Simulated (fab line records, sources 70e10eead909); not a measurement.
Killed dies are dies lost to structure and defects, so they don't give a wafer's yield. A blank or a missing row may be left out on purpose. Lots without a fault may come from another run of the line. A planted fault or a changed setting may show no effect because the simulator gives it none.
Which tool did it? | flow nand_harc | 24 lots, 72 wafers sampled, at 6 steps of a route of 1302

WHAT THE GAUGES READ, wafer by wafer
The record holds no reading of a measuring or inspecting step that can be judged against a usual standard deviation.

WHICH TOOL RAN EACH LOT (tool, then ch and the chambers of the sampled wafers, then the start)
lot  | NHARC_A_SLIT_DEP_23             | NHARC_A_WL_FILL_ETCHBACK_16                   | NHARC_A_CONTACT_DESCUM_47          | NHARC_A_CONTACT_ETCH_118             | NHARC_A_CONTACT_ETCH_123             | NHARC_A_CONTACT_DEP_57
L074 | pecvd-03 ch 0,1, day 19 13:05   | rie_diel-06 ch 1,2, day 21 03:31 or earlier   | rie_diel-03 ch 0,1, day 21 03:31   | har_cap_etch-03 ch 0,1, day 21 06:59 | har_cap_etch-03 ch 0,1, day 21 07:58 | acl_dep-03 ch 0, day 21 16:09
L075 | pecvd-04 ch 1,2, day 20 08:20   | rie_diel-04 ch 0,1, day 22 00:57 or earlier   | rie_diel-03 ch 1,2,3, day 22 00:57 | har_cap_etch-02 ch 1, day 22 04:00   | har_cap_etch-02 ch 1, day 22 04:55   | acl_dep-02 ch 0, day 22 08:11
L076 | pecvd-01 ch 0,1, day 20 08:31   | rie_diel-04 ch 0,1,3, day 22 00:04 or earlier | rie_diel-12 ch 0,1,3, day 22 00:04 | har_cap_etch-03 ch 0,1, day 22 03:11 | har_cap_etch-03 ch 0,1, day 22 04:02 | acl_dep-03 ch 0, day 22 06:11
L077 | pecvd-01 ch 0,2, day 20 22:29   | rie_diel-13 ch 0,2,3, day 22 17:07 or earlier | rie_diel-03 ch 0,3, day 22 17:07   | har_cap_etch-03 ch 0,1, day 22 20:11 | har_cap_etch-03 ch 0,1, day 22 21:03 | acl_dep-03 ch 0, day 22 23:40
L080 | pecvd-03 ch 0,1, day 21 15:06   | rie_diel-04 ch 0,1,3, day 23 07:08 or earlier | rie_diel-03 ch 1,2,3, day 23 07:08 | har_cap_etch-02 ch 0,1, day 23 11:08 | har_cap_etch-02 ch 0,1, day 23 11:58 | acl_dep-02 ch 0, day 23 14:40
L079 | pecvd-04 ch 1,2, day 21 15:34   | rie_diel-06 ch 0,1,2, day 23 06:59 or earlier | rie_diel-03 ch 0,1,2, day 23 06:59 | har_cap_etch-03 ch 0,1, day 23 10:16 | har_cap_etch-03 ch 0,1, day 23 11:07 | acl_dep-03 ch 0, day 23 13:20
L078 | pecvd-04 ch 0,1, day 21 18:50   | rie_diel-06 ch 0,2,3, day 23 10:34 or earlier | rie_diel-12 ch 1,2,3, day 23 10:34 | har_cap_etch-01 ch 0,1, day 23 13:38 | har_cap_etch-01 ch 0,1, day 23 14:33 | acl_dep-02 ch 0, day 23 17:55
L082 | pecvd-03 ch 0,1,2, day 23 01:58 | rie_diel-13 ch 0,1,3, day 24 20:01 or earlier | rie_diel-08 ch 0,1,3, day 24 20:01 | har_cap_etch-01 ch 0,1, day 24 23:31 | har_cap_etch-01 ch 0,1, day 25 00:43 | acl_dep-03 ch 0, day 25 03:25
L081 | pecvd-04 ch 1,2, day 23 02:05   | rie_diel-04 ch 0,1,2, day 24 19:13 or earlier | rie_diel-03 ch 1,2, day 24 19:13   | har_cap_etch-02 ch 0,1, day 24 22:20 | har_cap_etch-02 ch 0,1, day 24 23:19 | acl_dep-01 ch 0, day 25 02:21
L083 | pecvd-04 ch 1,2, day 24 00:29   | rie_diel-06 ch 0,1,2, day 25 16:47 or earlier | rie_diel-03 ch 1,2,3, day 25 16:47 | har_cap_etch-02 ch 0,1, day 25 19:52 | har_cap_etch-02 ch 0,1, day 25 20:50 | acl_dep-02 ch 0, day 25 23:54
L084 | pecvd-01 ch 0,2, day 24 00:47   | rie_diel-13 ch 1,2, day 25 22:39 or earlier   | rie_diel-03 ch 1,2,3, day 25 22:39 | har_cap_etch-01 ch 0,1, day 26 01:41 | har_cap_etch-01 ch 0,1, day 26 02:32 | acl_dep-02 ch 0, day 26 05:21
L087 | pecvd-03 ch 0,2, day 24 14:11   | rie_diel-04 ch 0,2,3, day 26 08:20 or earlier | rie_diel-08 ch 0,3, day 26 08:20   | har_cap_etch-01 ch 0,1, day 26 11:22 | har_cap_etch-01 ch 0,1, day 26 12:13 | acl_dep-03 ch 0, day 26 16:43
L085 | pecvd-04 ch 0,2, day 24 15:53   | rie_diel-06 ch 0,2, day 26 08:10 or earlier   | rie_diel-03 ch 0,1,2, day 26 08:10 | har_cap_etch-02 ch 0,1, day 26 11:14 | har_cap_etch-02 ch 0,1, day 26 12:09 | acl_dep-01 ch 0, day 26 16:11
L086 | pecvd-01 ch 0,2, day 24 23:55   | rie_diel-06 ch 0,2, day 26 15:17 or earlier   | rie_diel-03 ch 0,2,3, day 26 15:17 | har_cap_etch-01 ch 0,1, day 26 18:19 | har_cap_etch-01 ch 0,1, day 26 19:11 | acl_dep-01 ch 0, day 27 04:33
L088 | pecvd-04 ch 0,2, day 25 10:23   | rie_diel-06 ch 2,3, day 27 07:06 or earlier   | rie_diel-03 ch 0,1,2, day 27 07:06 | har_cap_etch-02 ch 0,1, day 27 10:53 | har_cap_etch-02 ch 0,1, day 27 11:47 | acl_dep-02 ch 0, day 27 16:02
L089 | pecvd-03 ch 0,1,2, day 25 11:37 | rie_diel-04 ch 0,1,2, day 27 06:36 or earlier | rie_diel-03 ch 0,1,2, day 27 06:36 | har_cap_etch-03 ch 0,1, day 27 10:06 | har_cap_etch-03 ch 0,1, day 27 11:19 | acl_dep-01 ch 0, day 27 15:46
L090 | pecvd-01 ch 1,2, day 26 12:28   | rie_diel-13 ch 0,1, day 28 02:39 or earlier   | rie_diel-12 ch 0,1,3, day 28 02:39 | har_cap_etch-01 ch 0,1, day 28 06:07 | har_cap_etch-01 ch 0,1, day 28 06:58 | acl_dep-02 ch 0, day 28 10:25
L091 | pecvd-04 ch 0, day 27 01:37     | rie_diel-04 ch 2,3, day 28 17:55 or earlier   | rie_diel-12 ch 0,1,3, day 28 17:55 | har_cap_etch-02 ch 0,1, day 28 21:10 | har_cap_etch-02 ch 0,1, day 28 22:23 | acl_dep-01 ch 0, day 29 03:39
L092 | pecvd-04 ch 0,2, day 27 01:57   | rie_diel-13 ch 0,2,3, day 28 18:20 or earlier | rie_diel-03 ch 0,1,2, day 28 18:20 | har_cap_etch-03 ch 0,1, day 28 21:31 | har_cap_etch-03 ch 0,1, day 28 22:26 | acl_dep-02 ch 0, day 29 03:46
L093 | pecvd-01 ch 0,1, day 27 19:14   | rie_diel-04 ch 0,2,3, day 29 11:16 or earlier | rie_diel-03 ch 0,1,2, day 29 11:16 | har_cap_etch-01 ch 0,1, day 29 15:13 | har_cap_etch-01 ch 0,1, day 29 16:26 | acl_dep-02 ch 0, day 29 19:17
L094 | pecvd-01 ch 0,1, day 27 23:55   | rie_diel-06 ch 0,2, day 29 15:20 or earlier   | rie_diel-03 ch 1,2, day 29 15:20   | har_cap_etch-02 ch 0,1, day 29 18:47 | har_cap_etch-02 ch 0,1, day 29 19:41 | acl_dep-01 ch 0, day 29 22:19
L096 | pecvd-03 ch 0,2, day 28 09:54   | rie_diel-04 ch 0,1,2, day 30 05:01 or earlier | rie_diel-03 ch 0,1,2, day 30 05:01 | har_cap_etch-03 ch 0,1, day 30 08:26 | har_cap_etch-03 ch 0,1, day 30 09:17 | acl_dep-01 ch 0, day 30 11:26
L095 | pecvd-01 ch 0,2, day 28 11:06   | rie_diel-13 ch 1,2,3, day 30 05:11 or earlier | rie_diel-08 ch 0,2,3, day 30 05:11 | har_cap_etch-02 ch 0,1, day 30 08:17 | har_cap_etch-02 ch 0,1, day 30 09:16 | acl_dep-02 ch 0, day 30 12:26
L097 | pecvd-04 ch 0,1,2, day 30 07:39 | rie_diel-06 ch 0,1, day 31 21:42 or earlier   | rie_diel-03 ch 0,1, day 31 21:42   | har_cap_etch-02 ch 0,1, day 32 01:36 | har_cap_etch-02 ch 0,1, day 32 02:27 | acl_dep-03 ch 0, day 32 09:06
- NHARC_A_SLIT_DEP_23: deposits SiON, target thk 100 nm.
- NHARC_A_WL_FILL_ETCHBACK_16: etches the open film in C4F8/O2/Ar, target depth 120 nm, time 24 s.
- NHARC_A_CONTACT_DESCUM_47: chemistry O2, time 3 s.
- NHARC_A_CONTACT_ETCH_118: etches the open film in C4F8/O2/Ar, time 190 s, target depth 1850 nm.
- NHARC_A_CONTACT_ETCH_123: etches the open film in C4F8/O2/Ar, time 490 s, target depth 2110 nm.
- NHARC_A_CONTACT_DEP_57: deposits aC, target thk 5300 nm.

WHAT THE TOOLS THEMSELVES READ (means of the sampled wafers that have a number; where no wafer has one, the mark that the record gives instead)
NHARC_A_SLIT_DEP_23. Usual: heater_power_w 778 W, standard deviation 91.
lot  | tool     | heater_power_w (W) | flag
L074 | pecvd-03 | 708                |
L075 | pecvd-04 | 888                |
L076 | pecvd-01 | 739                |
L077 | pecvd-01 | 695                |
L080 | pecvd-03 | 754                |
L079 | pecvd-04 | 854                |
L078 | pecvd-04 | 798                |
L082 | pecvd-03 | 672                |
L081 | pecvd-04 | 874                |
L083 | pecvd-04 | 911                |
L084 | pecvd-01 | 771                |
L087 | pecvd-03 | 760                |
L085 | pecvd-04 | 817                |
L086 | pecvd-01 | 831                |
L088 | pecvd-04 | 814                |
L089 | pecvd-03 | 710                |
L090 | pecvd-01 | 628                |
L091 | pecvd-04 | 748                |
L092 | pecvd-04 | 855                |
L093 | pecvd-01 | 763                |
L094 | pecvd-01 | 706                |
L096 | pecvd-03 | 713                |
L095 | pecvd-01 | 848                |
L097 | pecvd-04 | 848                |

NHARC_A_WL_FILL_ETCHBACK_16. Usual: oes_product_au 0.978 a.u., standard deviation 0.028; rf_vpp_V 724 V, standard deviation 4.4.
lot  | tool        | oes_product_au (a.u.) | rf_vpp_V (V) | flag
L074 | rie_diel-06 | 0.983                 | 723          |
L075 | rie_diel-04 | 0.990                 | 727          |
L076 | rie_diel-04 | 0.978                 | 725          |
L077 | rie_diel-13 | 0.994                 | 720          |
L080 | rie_diel-04 | 0.917                 | 726          |
L079 | rie_diel-06 | 0.988                 | 724          |
L078 | rie_diel-06 | 0.994                 | 724          |
L082 | rie_diel-13 | 1.002                 | 716          |
L081 | rie_diel-04 | 0.996                 | 726          |
L083 | rie_diel-06 | 0.994                 | 724          |
L084 | rie_diel-13 | 1.000                 | 721          |
L087 | rie_diel-04 | 0.978                 | 724          |
L085 | rie_diel-06 | 0.986                 | 723          |
L086 | rie_diel-06 | 0.987                 | 721          |
L088 | rie_diel-06 | 0.993                 | 723          |
L089 | rie_diel-04 | 0.998                 | 726          |
L090 | rie_diel-13 | 0.992                 | 717          |
L091 | rie_diel-04 | 0.964                 | 724          |
L092 | rie_diel-13 | 0.923                 | 722          |
L093 | rie_diel-04 | 0.979                 | 725          |
L094 | rie_diel-06 | 0.998                 | 722          |
L096 | rie_diel-04 | 0.922                 | 726          |
L095 | rie_diel-13 | 0.935                 | 721          |
L097 | rie_diel-06 | 0.985                 | 726          |

NHARC_A_CONTACT_DESCUM_47. Usual: drypump_motor_current_A 5.6 A, standard deviation 0.34; o2_flow_sccm 200.0 sccm, standard deviation 0.63; oes_product_au 1.001 a.u., standard deviation 0.014; rf_vpp_V 57.6 V, standard deviation 0.85; showerhead_plenum_p_Torr 1.87 Torr, standard deviation 0.089; throttle_valve_pct 11.311 %, standard deviation 0.0084.
lot  | tool        | drypump_motor_current_A (A) | o2_flow_sccm (sccm) | oes_product_au (a.u.) | rf_vpp_V (V) | showerhead_plenum_p_Torr (Torr) | throttle_valve_pct (%) | flag
L074 | rie_diel-03 | 5.6                         | 200.0               | 0.998                 | 57.3         | 1.81                            | 11.308                 |
L075 | rie_diel-03 | 5.4                         | 200.2               | 1.005                 | 57.5         | 1.90                            | 11.309                 |
L076 | rie_diel-12 | 5.8                         | 200.0               | 0.986                 | 57.5         | 1.88                            | 11.317                 |
L077 | rie_diel-03 | 5.6                         | 200.1               | 1.007                 | 58.2         | 1.87                            | 11.318                 |
L080 | rie_diel-03 | 5.4                         | 199.8               | 1.002                 | 57.4         | 1.90                            | 11.314                 |
L079 | rie_diel-03 | 5.6                         | 199.8               | 1.006                 | 58.4         | 1.82                            | 11.308                 |
L078 | rie_diel-12 | 5.8                         | 200.1               | 1.003                 | 58.0         | 1.91                            | 11.310                 |
L082 | rie_diel-08 | 5.9                         | 199.5               | 1.011                 | 57.9         | 1.96                            | 11.311                 |
L081 | rie_diel-03 | 5.3                         | 200.1               | 0.997                 | 58.4         | 1.84                            | 11.313                 |
L083 | rie_diel-03 | 5.3                         | 199.9               | 1.004                 | 57.4         | 1.90                            | 11.316                 |
L084 | rie_diel-03 | 5.4                         | 199.9               | 1.002                 | 58.1         | 1.89                            | 11.320                 |
L087 | rie_diel-08 | 6.0                         | 200.4               | 1.007                 | 58.4         | 2.04                            | 11.313                 |
L085 | rie_diel-03 | 5.6                         | 200.8               | 1.000                 | 57.4         | 1.81                            | 11.310                 |
L086 | rie_diel-03 | 5.6                         | 200.6               | 1.006                 | 57.8         | 1.87                            | 11.314                 |
L088 | rie_diel-03 | 5.6                         | 200.1               | 1.008                 | 57.2         | 1.81                            | 11.311                 |
L089 | rie_diel-03 | 5.6                         | 200.2               | 0.999                 | 57.6         | 1.81                            | 11.314                 |
L090 | rie_diel-12 | 5.8                         | 199.5               | 1.000                 | 57.5         | 1.87                            | 11.316                 |
L091 | rie_diel-12 | 5.8                         | 199.9               | 1.007                 | 57.5         | 1.87                            | 11.316                 |
L092 | rie_diel-03 | 5.6                         | 199.6               | 1.000                 | 57.7         | 1.81                            | 11.309                 |
L093 | rie_diel-03 | 5.6                         | 200.0               | 1.001                 | 56.7         | 1.81                            | 11.310                 |
L094 | rie_diel-03 | 5.3                         | 200.6               | 0.999                 | 57.0         | 1.83                            | 11.313                 |
L096 | rie_diel-03 | 5.6                         | 200.3               | 1.001                 | 57.5         | 1.81                            | 11.312                 |
L095 | rie_diel-08 | 6.0                         | 199.8               | 0.998                 | 57.9         | 1.99                            | 11.310                 |
L097 | rie_diel-03 | 5.3                         | 200.1               | 1.019                 | 57.2         | 1.82                            | 11.312                 |

NHARC_A_CONTACT_DEP_57. Usual: throttle_valve_pct 35.000 %, standard deviation 0.0091.
lot  | tool       | throttle_valve_pct (%) | flag
L074 | acl_dep-03 | 34.999                 |
L075 | acl_dep-02 | 35.007                 |
L076 | acl_dep-03 | 35.006                 |
L077 | acl_dep-03 | 34.988                 |
L080 | acl_dep-02 | 35.003                 |
L079 | acl_dep-03 | 35.006                 |
L078 | acl_dep-02 | 35.004                 |
L082 | acl_dep-03 | 35.000                 |
L081 | acl_dep-01 | 34.991                 |
L083 | acl_dep-02 | 34.996                 |
L084 | acl_dep-02 | 35.010                 |
L087 | acl_dep-03 | 35.002                 |
L085 | acl_dep-01 | 35.006                 |
L086 | acl_dep-01 | 34.999                 |
L088 | acl_dep-02 | 34.996                 |
L089 | acl_dep-01 | 35.000                 |
L090 | acl_dep-02 | 35.004                 |
L091 | acl_dep-01 | 34.995                 |
L092 | acl_dep-02 | 35.001                 |
L093 | acl_dep-02 | 34.998                 |
L094 | acl_dep-01 | 35.010                 |
L096 | acl_dep-01 | 35.003                 |
L095 | acl_dep-02 | 34.993                 |
L097 | acl_dep-03 | 34.997                 |

THE ANSWER, worked out from the rows above alone
Rule: a lot is off if the mean of its wafers that have a number lies more than 3 standard deviations from the usual mean. A lot without any number at a reading at which 4 lots or more have one is off too. The other lots that the step has rows for count as sound. The gauges are gone through in route order, then the tools' own readings, and for those a lot's mean is taken as printed above. The first step at which some lot is off is used, and at that step the reading that is off furthest; a lot without a number counts as furthest.
No lot is off at any reading shown: from this, nothing can be told.

WHAT THE SIMULATOR HAD PUT IN
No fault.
